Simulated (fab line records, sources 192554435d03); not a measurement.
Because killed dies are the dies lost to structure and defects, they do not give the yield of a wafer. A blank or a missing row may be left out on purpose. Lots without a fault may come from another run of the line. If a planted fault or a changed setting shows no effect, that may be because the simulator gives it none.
Matching of chambers + flow n5_finfet + N5_SDB_HM_DEP_00 on pecvd-03 has 3 sister chambers
The step deposits SiNx from SiH4/NH3/N2, target thk 40 nm, time 35.3 s. 3 wafers are shown with their chamber, then 8 later ones without.

WAFERS WITH THEIR CHAMBER
| wafer  | chamber | showerhead_plenum_p_Torr (Torr) |
|--------|---------|---------------------------------|
| L091.1 | 1       | 5.26                            |
| L093.5 | 2       | 5.13                            |
| L094.2 | 0       | 5.18                            |

WAFERS WHOSE CHAMBER IS MISSING
| wafer  | showerhead_plenum_p_Torr (Torr) |
|--------|---------------------------------|
| L094.4 | 5.13                            |
| L094.5 | 5.25                            |
| L095.2 | 5.12                            |
| L095.3 | 5.26                            |
| L095.4 | 5.26                            |
| L096.2 | 5.27                            |
| L096.3 | 5.12                            |
| L096.6 | 5.26                            |

CHAMBER TAKEN BY EACH
| wafer  | from the rows above | in truth |
|--------|---------------------|----------|
| L094.4 | 2                   | 2        |
| L094.5 | 1                   | 1        |
| L095.2 | 2                   | 2        |
| L095.3 | 1                   | 1        |
| L095.4 | 1                   | 1        |
| L096.2 | 1                   | 1        |
| L096.3 | 2                   | 2        |
| L096.6 | 1                   | 1        |
Correct placement for 8 of the 8. Number that these rows cannot place: 0. Placed wrongly: 0.
How it was worked out, from the rows above alone: a wafer's distance from a chamber is the root of the sum, over the readings, of the square of ((its reading less the chamber's mean) divided by the reading's scatter). The wafer belongs to the nearest chamber; if the next one is less than 2 further off, it can't be placed. A chamber's mean is the mean of its shown wafers. The scatter (one wafer shown for each chamber): square how far every hidden wafer sits from the nearest shown wafer, average those squares and take the square root.
